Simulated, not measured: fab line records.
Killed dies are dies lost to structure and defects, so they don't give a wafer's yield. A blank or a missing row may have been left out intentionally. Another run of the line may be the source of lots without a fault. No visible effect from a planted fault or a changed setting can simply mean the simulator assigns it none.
fab line records	flow n5_finfet	part 1 of 2: steps 1 to 25 of 38
record: lots: 5	wafers: 15	last_day: 15
route steps=1938 shown BEOL_M6@1241 BEOL_M7@1263
lots with no fault: from the same line, run without faults
start_h: start of the lot's first displayed wafer, in hours after the record's first day	wait_h: hours since the lot's step before	" as in the row above	L1.1+2: a row that stands for several wafers	- no value, or no start given	* or withheld: withheld	< > ~ a bound
route shown NAME@n: names a module that has steps shown in the file, with the first one's number in the route	usual: mean/standard deviation of fault-free wafers	same: alike in all rows	chamber/n: place in a boat	sites: per-site readings	_std_site: standard deviation of those values	_edge_site: the outer-site mean with the inner-site mean subtracted	radius_mm: how far each site lies from the wafer's centre	mask NAME#n: copy n	behind: tool/chamber where the wafer was last shaped	hold: why the lot went on hold/how many hours it stayed there/how the hold came to an end	device: transistor that didn't switch, given as n, p or np	end of line: the tests these same wafers got at the end of their route	a step given without rows: its recipe and nothing more	killed: dies lost to structure and defects at the first sort, not the wafer's yield	map: a wafer's dies, marking killed ones x, the rest . and places with no die _
set.NAME: the setting as run; set.NAME@STEP: as run at that earlier step	model.NAME: the simulator's own value behind a step, which no gauge read
lots seen at some steps along the route; tables by step, rows by wafer
services: a tool's chamber out of use, with start hour (start_h, from the record's first day; less than 0 if before it), hours out, and reason
== steps ==
step: N5_BEOL_M6_STRIP_80
recipe: chemistry: N2/H2	time_s: 10	power_w: 450	temp_c: 40	pressure_mtorr: 20	rf_frequency_hz: 6e+07	bias_power_w: 7	n2_flow_sccm: 200	h2_flow_sccm: 200
usual: drypump_motor_current_A: 5.6/0.42	n2_flow_sccm: 200.0/0.69	oes_product_au: 0.81/0.088	rf_vpp_V: 59.2/0.93	showerhead_plenum_p_Torr: 2.54/0.059	throttle_valve_pct: 23.8/0.35
lot.wafer	tool	chamber	start_h	wait_h	drypump_motor_current_A	n2_flow_sccm	oes_product_au	rf_hours_counter_h	rf_vpp_V	showerhead_plenum_p_Torr	throttle_valve_pct
L075.1	rie_diel-03	0	-	-	5.8	200.0	0.67	249	59.0	2.50	23.7
L075.2	"	2	"	"	5.4	200.2	0.69	232	57.9	2.60	23.7
L075.5	"	0	"	"	5.8	200.7	0.66	-	58.2	2.50	23.7
L074.3	rie_diel-05	3	-	-	5.8	199.8	0.70	183	60.0	2.51	23.7
L074.5	"	3	"	"	5.8	200.0	0.71	-	57.9	2.51	23.7
L074.6	"	2	"	"	5.3	201.1	0.75	-	59.4	2.57	24.1
L082.2	rie_diel-03	3	-	-	5.5	199.9	0.87	44	58.9	2.59	24.1
L082.5	"	1	"	"	6.3	200.8	0.80	-	58.6	2.56	23.7
L082.6	"	0	"	"	5.8	199.0	0.94	-	60.2	2.50	23.3
L087.1	rie_diel-04	1	-	-	5.3	199.7	0.81	79	58.6	2.49	24.1
L087.2	"	0	"	"	4.8	200.9	0.80	107	61.1	2.52	23.2
L087.4	"	3	"	"	6.3	199.5	0.96	5	58.3	2.61	23.8
L085.2	rie_diel-04	1	-	-	5.3	200.7	0.81	81	58.6	2.49	24.1
L085.5	"	1	"	"	5.3	200.8	0.81	-	58.2	2.49	24.2
L085.6	"	0	"	"	4.9	198.6	0.80	-	58.9	2.52	23.1
step: N5_BEOL_M6_OCD_MEAS_38
usual: trench_depth_nm: 94.6/2.8
lot.wafer	tool	chamber	start_h	wait_h	trench_depth_nm
L075.1	ocd-02	-	178.36	-	90.1
L075.2	"	-	"	"	93.3
L075.5	"	-	"	"	89.5
L074.3	ocd-01	-	184.76	-	92.4
L074.5	"	-	"	"	92.7
L074.6	"	-	"	"	91.6
L082.2	ocd-01	-	227.45	-	98.1
L082.5	"	-	"	"	92.9
L082.6	"	-	"	"	91.6
L087.1	ocd-01	-	263.73	-	95.9
L087.2	"	-	"	"	97.9
L087.4	"	-	"	"	98.4
L085.2	ocd-01	-	267.59	-	95.5
L085.5	"	-	"	"	95.4
L085.6	"	-	"	"	96.5
step: N5_BEOL_M6_HM_STRIP_39
recipe: chemistry: peroxide_tin_strip	material: TiN	target_depth_a: 250	temp_c: 50	time_s: 158
lot.wafer	tool	chamber	start_h	wait_h
L075.1+2+5	wet_bench-02	2,1,0	178.39	0.0
L074.3+5+6	wet_bench-01	6,3,2	184.79	0.0
L082.2+5+6	wet_bench-02	7,4,0	227.48	0.0
L087.1+2+4	wet_bench-01	1,0,5	263.76	0.0
L085.2+5+6	wet_bench-05	6,7,1	267.63	0.0
step: N5_BEOL_M6_SRD_40
recipe: time_s: 30	temp_c: 23	rinse_liquid: diw	dry: ipa_marangoni
lot.wafer	tool	chamber	start_h	wait_h
L075.1+2+5	wet_bench-02	2,1,0	178.44	0.0
L074.3+5+6	wet_bench-01	6,3,2	184.88	0.0
L082.2+5+6	wet_bench-02	7,4,0	227.52	0.0
L087.1+2+4	wet_bench-01	1,0,5	263.81	0.0
L085.2+5+6	wet_bench-05	6,7,1	267.67	0.0
step: N5_BEOL_M6_PRECLEAN_42
recipe: chemistry: residue_remover	time_s: 60	temp_c: 40
lot.wafer	tool	chamber	start_h	wait_h
L075.1+2+5	wet_bench-02	2,1,0	178.45	0.0
L074.3+5+6	wet_bench-01	6,3,2	184.91	0.0
L082.2+5+6	wet_bench-02	7,4,0	227.54	0.0
L087.1+2+4	wet_bench-01	1,0,5	263.83	0.0
L085.2+5+6	wet_bench-05	6,7,1	267.69	0.0
step: N5_BEOL_M6_SRD_43
recipe: time_s: 30	temp_c: 23	rinse_liquid: diw	dry: ipa_marangoni
lot.wafer	tool	chamber	start_h	wait_h
L075.1+2+5	wet_bench-02	2,1,0	178.47	0.0
L074.3+5+6	wet_bench-01	6,3,2	184.95	0.0
L082.2+5+6	wet_bench-02	7,4,0	227.56	0.0
L087.1+2+4	wet_bench-01	1,0,5	263.84	0.0
L085.2+5+6	wet_bench-05	6,7,1	267.71	0.0
step: N5_BEOL_M6_CD_MEAS_35
recipe: target_cd_nm: 40	target_cd_y_nm: 28	polarity: opening
usual: cd_nm: 39.8/0.8
lot.wafer	tool	chamber	start_h	wait_h	cd_nm
L075.1	cd_sem-03	-	178.51	0.0	39.0
L075.2	"	-	"	"	39.9
L075.5	"	-	"	"	39.3
L074.3	cd_sem-02	-	185.01	0.0	39.7
L074.5	"	-	"	"	39.6
L074.6	"	-	"	"	39.3
L082.2	cd_sem-01	-	227.60	0.0	38.9
L082.5	"	-	"	"	38.7
L082.6	"	-	"	"	38.8
L087.1	cd_sem-03	-	263.88	0.0	40.0
L087.2	"	-	"	"	40.3
L087.4	"	-	"	"	39.5
L085.2	cd_sem-02	-	267.75	0.0	40.7
L085.5	"	-	"	"	38.9
L085.6	"	-	"	"	39.0
step: N5_BEOL_M6_CURE_75
recipe: temp_c: 370	time_s: 120	ambient: DMADMS/He	material: SiCOH_lowk
usual: lamp_power_pct: 52.31/0.053	wafer_temp_C_max: 372.0/0.71
lot.wafer	tool	chamber	start_h	wait_h	lamp_power_pct	wafer_temp_C_max
L075.1	uv_cure-03	1	178.55	0.0	52.29	374.1
L075.2	"	1	"	"	52.26	372.4
L075.5	"	1	"	"	52.33	373.2
L074.3	uv_cure-02	1	185.21	0.2	52.30	371.6
L074.5	"	1	"	"	52.34	371.4
L074.6	"	1	"	"	52.31	372.1
L082.2	uv_cure-03	0	228.10	0.5	52.28	371.9
L082.5	"	0	"	"	52.36	371.6
L082.6	"	0	"	"	52.32	371.7
L087.1	uv_cure-01	0	263.93	0.0	52.34	371.2
L087.2	"	0	"	"	52.46	371.6
L087.4	"	0	"	"	52.29	371.9
L085.2	uv_cure-01	1	267.84	0.1	52.24	371.1
L085.5	"	1	"	"	52.30	371.8
L085.6	"	1	"	"	52.31	371.6
step: N5_BEOL_M6_DEGAS_44
recipe: ambient: vacuum	temp_c: 250	time_s: 60
usual: heater_power_w: 330/23
lot.wafer	tool	chamber	start_h	wait_h	heater_power_w
L075.1	pvd_sputter-02	-	178.88	0.3	305
L075.2	"	-	"	"	286
L075.5	"	-	"	"	305
L074.3	pvd_sputter-01	-	186.83	1.6	356
L074.5	"	-	"	"	312
L074.6	"	-	"	"	354
L082.2	pvd_sputter-01	-	228.63	0.5	360
L082.5	"	-	"	"	309
L082.6	"	-	"	"	297
L087.1	pvd_sputter-01	-	264.35	0.4	306
L087.2	"	-	"	"	310
L087.4	"	-	"	"	355
L085.2	pvd_sputter-01	-	268.53	0.6	353
L085.5	"	-	"	"	313
L085.6	"	-	"	"	306
step: N5_BEOL_M6_PRE_CLEAN_45
recipe: gas: H2/He	time_s: 30	temp_c: 250
usual: heater_power_w: 330/23
lot.wafer	tool	chamber	start_h	wait_h	heater_power_w
L075.1	pvd_sputter-02	-	178.92	0.0	294
L075.2	"	-	"	"	298
L075.5	"	-	"	"	296
L074.3	pvd_sputter-01	-	186.87	0.0	361
L074.5	"	-	"	"	310
L074.6	"	-	"	"	351
L082.2	pvd_sputter-01	-	228.67	0.0	363
L082.5	"	-	"	"	311
L082.6	"	-	"	"	311
L087.1	pvd_sputter-01	-	264.39	0.0	298
L087.2	"	-	"	"	318
L087.4	"	-	"	"	364
L085.2	pvd_sputter-01	-	268.57	0.0	355
L085.5	"	-	"	"	320
L085.6	"	-	"	"	306
step: N5_BEOL_M6_ALD_77
recipe: material: TaN	target_thk_a: 20	temp_c: 275	ald_precursor_family: PDMAT	ald_co_reactant: NH3	pressure_torr: 3	carrier_flow_sccm: 1500	pulse_time_s: 2	purge_time_s: 3	co_reactant_purge_time_s: 2	co_reactant_pulse_time_s: 3	ald_cycles: 40	precursor_vessel_temp_c: 75	precursor_vessel_pressure_torr: 26.25	precursor_vessel_carrier_sccm: 1000
usual: heater_power_w: 414/26
lot.wafer	tool	chamber	start_h	wait_h	heater_power_w
L075.1	ald_metal-04	0	178.98	0.0	418
L075.2	"	1	"	"	405
L075.5	"	1	"	"	407
L074.3	ald_metal-02	0	186.93	0.0	457
L074.5	"	0	"	"	465
L074.6	"	1	"	"	406
L082.2	ald_metal-01	1	228.74	0.0	414
L082.5	"	3	"	"	398
L082.6	"	0	"	"	394
L087.1	ald_metal-02	3	264.45	0.0	412
L087.2	"	2	"	"	449
L087.4	"	0	"	"	451
L085.2	ald_metal-04	2	268.63	0.0	365
L085.5	"	0	"	"	422
L085.6	"	3	"	"	441
step: N5_BEOL_M6_SURFACE_TREAT_79
recipe: gas: Ar	time_s: *	ion_energy_ev: *	ion_current_ma_cm2: 0.5	pressure_mtorr: *	ar_flow_sccm: 30
usual: throttle_valve_pct: *
lot.wafer	tool	chamber	start_h	wait_h	throttle_valve_pct
L075.1	pvd_sputter-03	-	179.29	0.2	*
L075.2	"	-	"	"	*
L075.5	"	-	"	"	*
L074.3	pvd_sputter-01	-	187.53	0.5	*
L074.5	"	-	"	"	*
L074.6	"	-	"	"	*
L082.2	pvd_sputter-01	-	229.11	0.2	*
L082.5	"	-	"	"	*
L082.6	"	-	"	"	*
L087.1	pvd_sputter-03	-	264.73	0.2	*
L087.2	"	-	"	"	*
L087.4	"	-	"	"	*
L085.2	pvd_sputter-01	-	269.11	0.3	*
L085.5	"	-	"	"	*
L085.6	"	-	"	"	*
step: N5_BEOL_M6_CVD_78
recipe: material: Co	target_thk_a: 20	temp_c: withheld	precursor: CCTBA/H2	pressure_torr: 30	time_s: 142.3
lot.wafer	tool	chamber	start_h	wait_h
L075.1+2+5	cvd_co-01	0,2,2	179.42	0.1
L074.3+5+6	cvd_co-02	0,2,0	187.87	0.3
L082.2+5+6	cvd_co-01	1,1,0	229.18	0.0
L087.1+2+4	cvd_co-02	2,1,1	264.81	0.1
L085.2+5+6	cvd_co-02	0,2,1	269.17	0.0
step: N5_BEOL_M6_SPUTTER_48
recipe: material: Cu	target_thk_a: 100	temp_c: -20	bias_v: 60	power_w: 26000	chamber_pressure_pa: 0.13	time_s: 1.667
usual: bias_v: 60.0/0.61	throttle_valve_pct: 29.9/0.94
lot.wafer	tool	chamber	start_h	wait_h	bias_v	throttle_valve_pct
L075.1	pvd_sputter-01	-	179.74	0.3	60.8	29.3
L075.2	"	-	"	"	60.4	28.4
L075.5	"	-	"	"	60.2	28.3
L074.3	pvd_sputter-01	-	188.29	0.4	60.3	28.9
L074.5	"	-	"	"	60.0	30.1
L074.6	"	-	"	"	59.9	28.3
L082.2	pvd_sputter-01	-	229.37	0.2	60.4	29.1
L082.5	"	-	"	"	60.7	28.1
L082.6	"	-	"	"	59.4	30.1
L087.1	pvd_sputter-03	-	264.94	0.1	59.9	30.6
L087.2	"	-	"	"	58.4	30.4
L087.4	"	-	"	"	59.4	31.7
L085.2	pvd_sputter-03	-	269.30	0.1	60.6	30.3
L085.5	"	-	"	"	59.6	29.5
L085.6	"	-	"	"	59.6	31.6
step: N5_BEOL_M6_ECD_50
recipe: material: Cu	target_thk_a: 3000
lot.wafer	tool	chamber	start_h	wait_h
L075.1+2+5	ecd_cu-01	1,0,0	179.85	0.1
L074.3+5+6	ecd_cu-01	1,1,0	188.43	0.1
L082.2+5+6	ecd_cu-02	1,0,1	229.49	0.1
L087.1+2+4	ecd_cu-01	0,1,0	265.06	0.1
L085.2+5+6	ecd_cu-02	0,0,1	269.42	0.1
step: N5_BEOL_M6_ANNEAL_51
recipe: temp_c: 225	time_s: 90	ambient: N2
usual: wafer_temp_C_max: 225.9/0.52
lot.wafer	tool	chamber	start_h	wait_h	wafer_temp_C_max
L075.1	rtp_anneal-01	0	180.98	1.1	225.4
L075.2	"	0	"	"	225.8
L075.5	"	0	"	"	225.4
L074.3	rtp_anneal-02	0	188.59	0.1	226.3
L074.5	"	0	"	"	226.3
L074.6	"	0	"	"	226.5
L082.2	rtp_anneal-01	0	229.63	0.1	225.8
L082.5	"	0	"	"	225.7
L082.6	"	0	"	"	225.4
L087.1	rtp_anneal-02	0	265.53	0.5	226.0
L087.2	"	0	"	"	226.4
L087.4	"	0	"	"	226.6
L085.2	rtp_anneal-01	0	270.41	1.0	225.3
L085.5	"	0	"	"	225.6
L085.6	"	0	"	"	225.5
step: N5_BEOL_M6_CMP_52
recipe: stop_on: SiCOH_lowk	t_overpolish_s: 6.9	down_force_psi: 1	platen_rpm: 50	clearing_platen_down_force_psi: 1.5	clearing_platen_rpm: 50	post_cmp_clean: cu_alkaline	target_thk_nm: 80	clearing_platen_pad_velocity_m_s: 0.99484	pad_velocity_m_s: 0.99484
usual: barrier_field_endpoint_s: 29.4/1	motor_current_A: 6.1/0.74	overpolish_run_s: 6.898/0.0085	slurry_flow_ml_min: 150.0/0.49	time_to_endpoint_s: 64/5
lot.wafer	tool	chamber	start_h	wait_h	barrier_field_endpoint_s	motor_current_A	overpolish_run_s	slurry_flow_ml_min	time_to_endpoint_s
L075.2	cmp-04	0	181.30	0.2	29.5	6.5	6.896	151.0	66
L075.1	"	2	"	"	28.8	6.1	6.893	150.4	66
L075.5	"	1	"	"	29.6	6.5	6.902	150.5	64
L074.3	cmp-03	3	188.87	0.2	28.6	6.1	6.893	150.7	59
L074.6	"	1	"	"	31.4	5.6	6.898	150.6	71
L074.5	"	2	"	"	29.9	5.9	6.888	149.8	63
L082.2	cmp-03	2	229.96	0.3	28.8	6.0	6.907	148.9	66
L082.5	"	0	"	"	28.4	7.6	6.912	150.6	62
L082.6	"	1	"	"	29.7	5.5	6.904	150.6	69
L087.4	cmp-03	2	266.10	0.2	28.6	5.7	6.898	149.7	64
L087.1	"	3	"	"	27.3	5.9	6.903	149.7	57
L087.2	"	1	"	"	30.0	5.3	6.895	149.4	73
L085.2	cmp-02	1	270.78	0.3	28.4	5.0	6.902	149.8	59
L085.6	"	2	"	"	31.2	5.7	6.906	150.0	73
L085.5	"	3	"	"	29.2	6.4	6.907	150.2	58
step: N5_BEOL_M6_THK_MEAS_53
recipe: thk_meas_gauge: xrf	reads: Cu_of_BEOL_M6_ECD_50
usual: M6_THK: 83/3.2
lot.wafer	tool	chamber	start_h	wait_h	M6_THK[nm]
L075.1	film_metro-01	-	181.59	-	76
L075.2	"	-	"	"	82
L075.5	"	-	"	"	77
L074.3	film_metro-02	-	189.09	-	79
L074.5	"	-	"	"	81
L074.6	"	-	"	"	81
L082.2	film_metro-01	-	230.18	-	86
L082.5	"	-	"	"	81
L082.6	"	-	"	"	83
L087.1	film_metro-02	-	266.39	-	82
L087.2	"	-	"	"	87
L087.4	"	-	"	"	86
L085.2	film_metro-01	-	270.97	-	82
L085.5	"	-	"	"	80
L085.6	"	-	"	"	86
step: N5_BEOL_M6_PRE_CLEAN_55
recipe: gas: NH3	time_s: 15	temp_c: withheld	rf_power_w: 300
lot.wafer	tool	chamber	start_h	wait_h
L075.1+2+5	pecvd-02	0,1,2	181.63	0.0
L074.3+5+6	pecvd-02	0,1,2	189.13	0.0
L082.2+5+6	pecvd-04	1,0,1	230.21	0.0
L087.1+2+4	pecvd-01	2,0,0	266.43	0.0
L085.2+5+6	pecvd-01	0,2,0	271.00	0.0
step: N5_BEOL_M6_DEP_56
recipe: material: SiCN	target_thk_a: 100	temp_c: withheld	precursor: 3MS/NH3	pressure_torr: 3	rf_w: 202	time_s: 17.5
usual: showerhead_plenum_p_Torr: 3.670/0.011	throttle_valve_pct: 9.3/0.44
lot.wafer	tool	chamber	start_h	wait_h	showerhead_plenum_p_Torr	throttle_valve_pct
L075.1	pecvd-02	0	181.65	0.0	3.678	9.3
L075.2	"	1	"	"	3.655	9.8
L075.5	"	2	"	"	3.655	8.9
L074.3	pecvd-02	0	189.15	0.0	3.669	10.0
L074.5	"	1	"	"	3.658	9.5
L074.6	"	2	"	"	3.648	8.9
L082.2	pecvd-04	1	230.25	0.0	3.679	9.5
L082.5	"	0	"	"	3.647	9.7
L082.6	"	1	"	"	3.674	9.0
L087.1	pecvd-01	2	266.47	0.0	3.674	8.8
L087.2	"	0	"	"	3.669	9.6
L087.4	"	0	"	"	3.668	9.3
L085.2	pecvd-01	0	271.04	0.0	3.659	9.5
L085.5	"	2	"	"	3.677	8.9
L085.6	"	0	"	"	3.668	9.3
step: N5_BEOL_M6_RS_MEAS_57
recipe: thk_meas_gauge: four-point-probe	reads: Cu_of_BEOL_M6_ECD_50+Co_of_BEOL_M6_CVD_78+TaN_of_BEOL_M6_ALD_77
usual: M6_RS: 0.283/0.013
lot.wafer	tool	chamber	start_h	wait_h	M6_RS[ohm/sq]
L075.1	film_metro-02	-	181.72	0.1	0.309
L075.2	"	-	"	"	0.283
L075.5	"	-	"	"	0.306
L074.3	film_metro-02	-	189.22	0.1	0.298
L074.5	"	-	"	"	0.290
L074.6	"	-	"	"	0.287
L082.2	film_metro-02	-	230.34	0.1	0.269
L082.5	"	-	"	"	0.290
L082.6	"	-	"	"	0.282
L087.1	film_metro-02	-	266.55	0.1	0.281
L087.2	"	-	"	"	0.263
L087.4	"	-	"	"	0.268
L085.2	film_metro-01	-	271.13	0.1	0.285
L085.5	"	-	"	"	0.293
L085.6	"	-	"	"	0.269
step: N5_BEOL_M6_INSPECT_58
recipe: inspect_instrument: darkfield	mode: post_dep
usual: raw_defect_count: 80/24
lot.wafer	tool	chamber	start_h	wait_h	raw_defect_count
L075.1	defect_inspect-02	-	181.75	0.0	51
L075.2	"	-	"	"	84
L075.5	"	-	"	"	92
L074.3	defect_inspect-01	-	189.25	0.0	62
L074.5	"	-	"	"	87
L074.6	"	-	"	"	96
L082.2	defect_inspect-01	-	230.36	0.0	59
L082.5	"	-	"	"	44
L082.6	"	-	"	"	71
L087.1	defect_inspect-01	-	266.58	0.0	163
L087.2	"	-	"	"	108
L087.4	"	-	"	"	98
L085.2	defect_inspect-02	-	271.15	0.0	64
L085.5	"	-	"	"	97
L085.6	"	-	"	"	108
step: N5_BEOL_M7_ILD_DEP_00
recipe: material: SiCOH_lowk	target_thk_a: 1797.5	temp_c: 300	precursor: DEMS/porogen	pressure_torr: 5	rf_w: 500	time_s: 33.4
usual: heater_power_w: 286/57	showerhead_plenum_p_Torr: 5.737/0.011	throttle_valve_pct: 13.8/0.72
lot.wafer	tool	chamber	start_h	wait_h	heater_power_w	showerhead_plenum_p_Torr	throttle_valve_pct
L075.1	pecvd-03	2	181.79	0.0	228	5.728	12.9
L075.2	"	1	"	"	221	5.745	14.0
L075.5	"	0	"	"	251	5.728	13.4
L074.3	pecvd-03	0	189.29	0.0	251	5.732	13.2
L074.5	"	2	"	"	255	5.710	12.9
L074.6	"	0	"	"	250	5.749	13.4
L082.2	pecvd-03	2	230.40	0.0	226	5.724	12.7
L082.5	"	0	"	"	260	5.740	13.5
L082.6	"	1	"	"	252	5.726	14.2
L087.1	pecvd-03	0	266.62	0.0	229	5.734	13.3
L087.2	"	2	"	"	261	5.735	12.7
L087.4	"	2	"	"	265	5.723	12.6
L085.2	pecvd-03	1	271.19	0.0	243	5.738	13.9
L085.5	"	1	"	"	244	5.729	14.1
L085.6	"	0	"	"	255	5.742	13.6
step: N5_BEOL_M7_CURE_74
recipe: temp_c: 385	time_s: 240	ambient: He/Ar	material: SiCOH_lowk
usual: lamp_power_pct: 52.31/0.05	wafer_temp_C_max: 386.8/0.82
lot.wafer	tool	chamber	start_h	wait_h	lamp_power_pct	wafer_temp_C_max
L075.1	uv_cure-01	1	181.85	0.0	52.33	387.7
L075.2	"	1	"	"	52.30	386.6
L075.5	"	1	"	"	52.34	386.8
L074.3	uv_cure-03	1	189.51	0.2	52.35	388.7
L074.5	"	1	"	"	52.37	388.1
L074.6	"	1	"	"	52.29	388.3
L082.2	uv_cure-01	1	230.55	0.1	52.20	386.7
L082.5	"	1	"	"	52.27	386.6
L082.6	"	1	"	"	52.28	386.9
L087.1	uv_cure-02	0	266.68	0.0	52.40	386.2
L087.2	"	0	"	"	52.25	386.2
L087.4	"	0	"	"	52.32	386.1
L085.2	uv_cure-02	0	271.57	0.4	52.31	385.9
L085.5	"	0	"	"	52.29	386.1
L085.6	"	0	"	"	52.37	386.2
step: N5_BEOL_M7_THK_MEAS_01
recipe: reads: SiCOH_lowk_of_BEOL_M7_ILD_DEP_00
usual: M7_ILD_THK: 156.2/2.1
lot.wafer	tool	chamber	start_h	wait_h	M7_ILD_THK[nm]
L075.1	film_metro-01	-	182.84	0.8	154.3
L075.2	"	-	"	"	157.7
L075.5	"	-	"	"	154.9
L074.3	film_metro-02	-	189.86	0.3	154.0
L074.5	"	-	"	"	156.9
L074.6	"	-	"	"	157.8
L082.2	film_metro-02	-	230.98	0.4	156.7
L082.5	"	-	"	"	157.2
L082.6	"	-	"	"	159.7
L087.1	film_metro-01	-	267.67	0.8	154.7
L087.2	"	-	"	"	154.7
L087.4	"	-	"	"	157.7
L085.2	film_metro-02	-	273.21	1.3	158.0
L085.5	"	-	"	"	161.8
L085.6	"	-	"	"	160.4
